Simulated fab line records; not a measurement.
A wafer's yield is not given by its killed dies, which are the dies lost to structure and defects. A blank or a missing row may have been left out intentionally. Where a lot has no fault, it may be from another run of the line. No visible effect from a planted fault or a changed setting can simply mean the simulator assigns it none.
Matching of chambers    flow nand_harc    4 sister chambers for NHARC_A_BLC_CMP_25 on cmp-01
The step polishes, t overpolish 30 s, target thk 150 nm. 18 wafers are shown with their chamber, then 9 later ones without.

## WAFERS PAIRED WITH THEIR CHAMBERS
wafer   chamber  motor_current_A (A)  time_to_endpoint_s (s)  overpolish_run_s (s)
L075.2  0        11.7                 31.1                    29.991
L075.3  2        12.9                 28.2                    29.995
L075.5  0        11.2                 30.4                    29.995
L078.2  1        13.6                 34.8                    30.003
L078.4  0        11.7                 31.0                    30.003
L078.5  0        12.5                 32.3                    29.999
L079.2  0        11.8                 29.1                    30.018
L079.4  3        11.1                 25.3                    30.012
L079.5  0        11.9                 31.9                    30.015
L082.1  0        11.7                 29.0                    30.003
L082.4  3        11.1                 26.5                    30.007
L082.5  1        14.7                 31.0                    29.998
L088.1  3        11.2                 26.6                    29.992
L088.3  0        11.9                 30.5                    30.001
L088.4  2        12.1                 28.0                    29.982
L089.1  3        11.0                 27.4                    29.999
L089.2  0        11.8                 29.6                    30.010
L089.3  1        13.9                 32.5                    29.998

SIGNATURES (averages over the wafers above)
reading             chamber 0  chamber 1  chamber 2  chamber 3  scatter within a chamber
motor_current_A     11.800     14.067     12.500     11.100     0.367
time_to_endpoint_s  30.544     32.767     28.100     26.450     1.21
overpolish_run_s    30.00389   29.99967   29.98850   30.00250   0.00834
Rule: for each reading, subtract the chamber's mean from the wafer's reading, divide by that reading's scatter and square the result; add these up over the readings and take the root, which gives the wafer's distance from the chamber. If the next closest chamber is less than 2 further off than the closest, the wafer can't be placed; otherwise it belongs to the closest. The scatter: take each reading less its chamber's mean, square it, sum over the shown wafers, divide by the number of wafers less the number of chambers, and take the root.

## WAFERS WITHOUT THEIR CHAMBER
wafer   motor_current_A (A)  time_to_endpoint_s (s)  overpolish_run_s (s)
L091.1  12.0                 32.7                    30.001
L091.3  11.6                 27.7                    30.010
L091.5  14.2                 36.2                    30.004
L094.1  11.2                 26.0                    29.996
L094.4  12.0                 26.1                    29.978
L094.5  11.7                 32.8                    30.012
L095.1  12.2                 26.6                    30.015
L095.3  11.7                 31.3                    30.003
L095.4  11.4                 24.9                    30.003

## WHICH CHAMBER EACH WENT THROUGH
wafer   from the rows above           in truth
L091.1  0                             0
L091.3  can't be placed: 3 or 0 or 2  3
L091.5  1                             1
L094.1  3                             3
L094.4  can't be placed: 2 or 3       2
L094.5  0                             0
L095.1  can't be placed: 3 or 2 or 0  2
L095.3  0                             0
L095.4  3                             3
Correctly placed: 6 of 9. Cannot be placed on the basis of these rows: 3; the candidates contain the true chamber in 3. Placed wrongly: 0.
